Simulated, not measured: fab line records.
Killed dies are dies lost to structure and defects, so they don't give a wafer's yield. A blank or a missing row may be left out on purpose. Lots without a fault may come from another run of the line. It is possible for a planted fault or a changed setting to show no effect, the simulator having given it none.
Chamber matching / flow nand harc / rie diel-05 running NHARC_A_CONTACT_ETCH_90: 4 sister chambers
The step etches the open film in CH3F/O2, target depth 40 nm, time 85.7 s. 15 wafers are shown with their chamber, then 7 later ones without.

WAFERS, EACH WITH ITS CHAMBER
wafer=L828.1; chamber=2; showerhead plenum p Torr (Torr)=2.45; drypump motor current A (A)=5.8; oes product au (a.u.)=0.94
wafer=L828.2; chamber=0; showerhead plenum p Torr (Torr)=2.41; drypump motor current A (A)=5.5; oes product au (a.u.)=0.95
wafer=L828.5; chamber=2; showerhead plenum p Torr (Torr)=2.45; drypump motor current A (A)=5.8; oes product au (a.u.)=0.95
wafer=L832.2; chamber=0; showerhead plenum p Torr (Torr)=2.40; drypump motor current A (A)=5.5; oes product au (a.u.)=0.94
wafer=L832.3; chamber=3; showerhead plenum p Torr (Torr)=2.37; drypump motor current A (A)=4.9; oes product au (a.u.)=0.94
wafer=L832.6; chamber=3; showerhead plenum p Torr (Torr)=2.37; drypump motor current A (A)=4.9; oes product au (a.u.)=0.94
wafer=L833.1; chamber=2; showerhead plenum p Torr (Torr)=2.45; drypump motor current A (A)=5.8; oes product au (a.u.)=0.93
wafer=L833.4; chamber=3; showerhead plenum p Torr (Torr)=2.37; drypump motor current A (A)=4.9; oes product au (a.u.)=0.93
wafer=L833.6; chamber=0; showerhead plenum p Torr (Torr)=2.40; drypump motor current A (A)=5.5; oes product au (a.u.)=0.93
wafer=L835.1; chamber=0; showerhead plenum p Torr (Torr)=2.40; drypump motor current A (A)=5.5; oes product au (a.u.)=0.94
wafer=L835.2; chamber=3; showerhead plenum p Torr (Torr)=2.37; drypump motor current A (A)=5.0; oes product au (a.u.)=0.93
wafer=L835.4; chamber=2; showerhead plenum p Torr (Torr)=2.45; drypump motor current A (A)=5.8; oes product au (a.u.)=0.95
wafer=L834.1; chamber=0; showerhead plenum p Torr (Torr)=2.40; drypump motor current A (A)=5.5; oes product au (a.u.)=1.02
wafer=L834.3; chamber=2; showerhead plenum p Torr (Torr)=2.45; drypump motor current A (A)=5.8; oes product au (a.u.)=1.02
wafer=L834.5; chamber=1; showerhead plenum p Torr (Torr)=2.57; drypump motor current A (A)=5.5; oes product au (a.u.)=1.01

SIGNATURES, as means of the wafers listed above
reading=showerhead plenum p Torr; chamber 0=2.4020; chamber 1=2.5700; chamber 2=2.4500; chamber 3=2.3700; scatter within a chamber=0.0027
reading=drypump motor current A; chamber 0=5.500; chamber 1=5.500; chamber 2=5.800; chamber 3=4.925; scatter within a chamber=0.0261
reading=oes product au; chamber 0=0.9560; chamber 1=1.0100; chamber 2=0.9580; chamber 3=0.9350; scatter within a chamber=0.0309
Rule: for each reading, subtract the chamber's mean from the wafer's reading, divide by that reading's scatter and square the result; add these up over the readings and take the root, which gives the wafer's distance from the chamber. The wafer belongs to the nearest chamber; if the next one is less than 2 further off, it can't be placed. How the scatter is found: for the shown wafers, subtract from each reading the mean of its chamber, square and add these, divide the total by (wafers less chambers), then take the root.

WAFERS WHOSE CHAMBER IS MISSING
wafer=L837.3; showerhead plenum p Torr (Torr)=2.37; drypump motor current A (A)=4.9; oes product au (a.u.)=0.93
wafer=L837.5; showerhead plenum p Torr (Torr)=2.40; drypump motor current A (A)=5.5; oes product au (a.u.)=0.94
wafer=L837.6; showerhead plenum p Torr (Torr)=2.45; drypump motor current A (A)=5.8; oes product au (a.u.)=0.93
wafer=L836.2; showerhead plenum p Torr (Torr)=2.40; drypump motor current A (A)=5.5; oes product au (a.u.)=1.00
wafer=L836.3; showerhead plenum p Torr (Torr)=2.37; drypump motor current A (A)=4.9; oes product au (a.u.)=1.00
wafer=L836.5; showerhead plenum p Torr (Torr)=2.40; drypump motor current A (A)=5.5; oes product au (a.u.)=1.01
wafer=L842.4; showerhead plenum p Torr (Torr)=2.37; drypump motor current A (A)=4.9; oes product au (a.u.)=1.00

WHICH CHAMBER EACH WENT THROUGH
wafer=L837.3; from the rows above=3; in truth=3
wafer=L837.5; from the rows above=0; in truth=0
wafer=L837.6; from the rows above=2; in truth=2
wafer=L836.2; from the rows above=0; in truth=0
wafer=L836.3; from the rows above=3; in truth=3
wafer=L836.5; from the rows above=0; in truth=0
wafer=L842.4; from the rows above=3; in truth=3
Placed correctly: 7 of 7. From these rows, 0 cannot be placed. 0 placed wrongly.
